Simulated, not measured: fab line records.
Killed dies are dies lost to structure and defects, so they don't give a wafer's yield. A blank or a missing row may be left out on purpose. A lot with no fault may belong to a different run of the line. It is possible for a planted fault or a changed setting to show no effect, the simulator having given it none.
8D (eight disciplines) problem report, filled in by code    flow nand harc    the parts of the form that need people (team, actions taken, sign-off) are left out

1. THE PROBLEM
Wafers without a fault read 120.0 nm, standard deviation 0.52; cd nm at NHARC_P_GATE_CD_MEAS_26 reads a mean of 149.4 nm on 6 wafers belonging to 2 lots. Measured from the usual mean, that is +57 standard deviations.
The step: target cd 120 nm.
First seen on wafer L495.3, day 7 23:13, on cd sem-03. At this step, 33 wafers from 11 lots have a number in the record. Rule for "out" (also "out of limits"): further than 4 standard deviations from the usual mean. The other wafers with a number count as sound.

2. WHAT THIS IS AND IS NOT
question                     is                      is not
which readings at this step  cd nm                   -
which lots                   L495, L500              L483, L484, L489, L492, L496, L503, L504, L505, L506
which wafers of those lots   all that have a number  -
read on which gauges         cd sem-01, cd sem-03    cd sem-02
when                         from day 7 23:13        up to then (15 sound wafers); but 12 sound wafers of L503, L504, L505, L506 came after

3. SUSPECTS, AND WHAT RULES EACH OUT
Counting: a tool at a process step up to the reading stays a suspect if it ran every lot that is out and no sound lot after the first of them.
- the gauge at NHARC_P_GATE_CD_MEAS_26 has been ruled out. 2 gauges (cd sem-01, cd sem-03) read the wafers that are out.
- rie diel-04 at NHARC_P_GATE_DESCUM_13 (chemistry O2, time 3 s): ruled out as a lasting fault. Sound lots L496, L503, L505, L506 ran on it after its first lot that is out, L495 (day 7 08:55).
- arfi scanner-01 at NHARC_P_GATE_EXPOSE_23 (exposes mask P GATE, target cd 120 nm): kept. It processed each lot that is out, first L495 at day 7 23:05, and no sound lot thereafter; up to then, the last sound lot it processed was L492 at day 6 21:07. Out on those wafers are its own readings of exposure dose mJ cm2.
The count leaves arfi scanner-01 at NHARC_P_GATE_EXPOSE_23.

4. THE CAUSE (what the simulator had put in)
Process parameter drift: arfi scanner-01, from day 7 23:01 on, at NHARC_P_GATE_EXPOSE_23. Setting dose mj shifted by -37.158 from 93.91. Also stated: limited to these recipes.
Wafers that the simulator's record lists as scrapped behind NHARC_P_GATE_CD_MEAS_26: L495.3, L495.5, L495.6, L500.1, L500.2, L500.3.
This tool alone remained once counting was done.

5. THE CHAIN OF EFFECTS, in route order
One row per reading whose mean, taken over the struck wafers that have a number, lies over 3 standard deviations from the usual. Readings are gone through only where the record gives a usual standard deviation; hours: the median, over the lots, of the time from a lot's start at the first step in this table giving one to that lot's start at this step; sigmas: the change measured in usual standard deviations.
hours  step                     reading               usual     on struck wafers  change  sigmas
0      NHARC_P_GATE_EXPOSE_23   exposure dose mJ cm2  93.91     56.70             -37.21  -99 or more
0      NHARC_P_GATE_CD_MEAS_26  cd nm                 120.0 nm  149.4             +29.4   +57
Process steps it contains:
- NHARC_P_GATE_EXPOSE_23: exposes mask P GATE, target cd 120 nm.

6. WHAT WOULD HAVE CAUGHT IT SOONER
Counted from the fault's start at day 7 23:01, it took 0 hours until the first out-of-limits reading at a measuring or inspecting step in this record, taken at day 7 23:13.
The tool's own readings at NHARC_P_GATE_EXPOSE_23 were out on every struck wafer that the step has a row for (exposure dose mJ cm2): an alarm limit on them would have fired on the first of those.
Lots out: 2; of these, L500 started NHARC_P_GATE_EXPOSE_23 on arfi scanner-01 after day 7 23:13. Putting the tool on hold at that point would have spared it.
